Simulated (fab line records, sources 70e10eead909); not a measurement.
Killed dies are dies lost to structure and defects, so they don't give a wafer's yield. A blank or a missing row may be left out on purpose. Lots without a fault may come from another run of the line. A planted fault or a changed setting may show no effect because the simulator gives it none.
Chamber matching | flow nand_harc | NHARC_A_STAIRCASE_ETCH_292 on rie_diel-11: 4 sister chambers
The step etches the open film in CF4/CHF3. 22 wafers are shown with their chamber, then 11 later ones without.

WAFERS WITH THEIR CHAMBER
wafer  | chamber | showerhead_plenum_p_Torr (Torr) | drypump_motor_current_A (A) | rf_vpp_V (V)
L077.1 | 0       | 1.59                            | 6.0                         | 371.5
L077.4 | 3       | 1.56                            | 5.9                         | 368.8
L077.6 | 0       | 1.59                            | 6.1                         | 371.7
L078.1 | 2       | 1.59                            | 6.5                         | 371.4
L078.3 | 3       | 1.56                            | 5.9                         | 369.4
L078.5 | 1       | 1.48                            | 5.2                         | 367.6
L079.4 | 3       | 1.55                            | 5.9                         | 369.6
L079.5 | 3       | 1.55                            | 5.9                         | 369.8
L079.6 | 0       | 1.59                            | 6.0                         | 371.9
L080.3 | 0       | 1.59                            | 6.1                         | 370.6
L080.4 | 3       | 1.55                            | 5.9                         | 370.1
L080.5 | 1       | 1.48                            | 5.2                         | 368.6
L083.1 | 3       | 1.55                            | 5.9                         | 370.4
L083.2 | 2       | 1.59                            | 6.5                         | 372.2
L083.3 | 1       | 1.48                            | 5.2                         | 368.2
L085.1 | 0       | 1.59                            | 6.1                         | 370.9
L085.2 | 2       | 1.59                            | 6.5                         | 369.2
L085.6 | 3       | 1.55                            | 5.9                         | 370.4
L084.1 | 1       | 1.48                            | 5.2                         | 366.9
L084.2 | 2       | 1.59                            | 6.5                         | 371.2
L084.3 | 3       | 1.55                            | 5.9                         | 371.2
L088.1 | 3       | 1.55                            | 5.9                         | 371.5

SIGNATURES (means of the wafers above)
reading                  | chamber 0 | chamber 1 | chamber 2 | chamber 3 | scatter within a chamber
showerhead_plenum_p_Torr | 1.5900    | 1.4800    | 1.5900    | 1.5522    | 0.00294
drypump_motor_current_A  | 6.060     | 5.200     | 6.500     | 5.900     | 0.0258
rf_vpp_V                 | 371.320   | 367.825   | 371.000   | 370.133   | 0.869
Rule: a wafer's distance from a chamber is the root of the sum, over the readings, of the square of ((its reading less the chamber's mean) divided by the reading's scatter). The wafer belongs to the nearest chamber; if the next one is less than 2 further off, it can't be placed. The scatter: the root of (the sum of the squares of (reading less its chamber's mean) over the shown wafers, divided by (wafers less chambers)).

WAFERS WITHOUT THEIR CHAMBER
wafer  | showerhead_plenum_p_Torr (Torr) | drypump_motor_current_A (A) | rf_vpp_V (V)
L088.2 | 1.48                            | 5.2                         | 367.9
L088.4 | 1.59                            | 6.1                         | 371.3
L086.1 | 1.59                            | 6.1                         | 371.6
L086.3 | 1.59                            | 6.5                         | 371.8
L086.6 | 1.58                            | 6.1                         | 371.9
L090.2 | 1.48                            | 5.2                         | 366.6
L090.3 | 1.58                            | 6.0                         | 370.0
L090.4 | 1.59                            | 6.5                         | 370.4
L095.2 | 1.47                            | 5.2                         | 367.7
L095.4 | 1.58                            | 6.1                         | 371.6
L095.5 | 1.47                            | 5.2                         | 365.9

WHICH CHAMBER EACH WENT THROUGH
wafer  | from the rows above | in truth
L088.2 | 1                   | 1
L088.4 | 0                   | 0
L086.1 | 0                   | 0
L086.3 | 2                   | 2
L086.6 | 0                   | 0
L090.2 | 1                   | 1
L090.3 | 0                   | 0
L090.4 | 2                   | 2
L095.2 | 1                   | 1
L095.4 | 0                   | 0
L095.5 | 1                   | 1
Placed correctly: 11 of 11. Can't be placed from these rows: 0. Placed wrongly: 0.
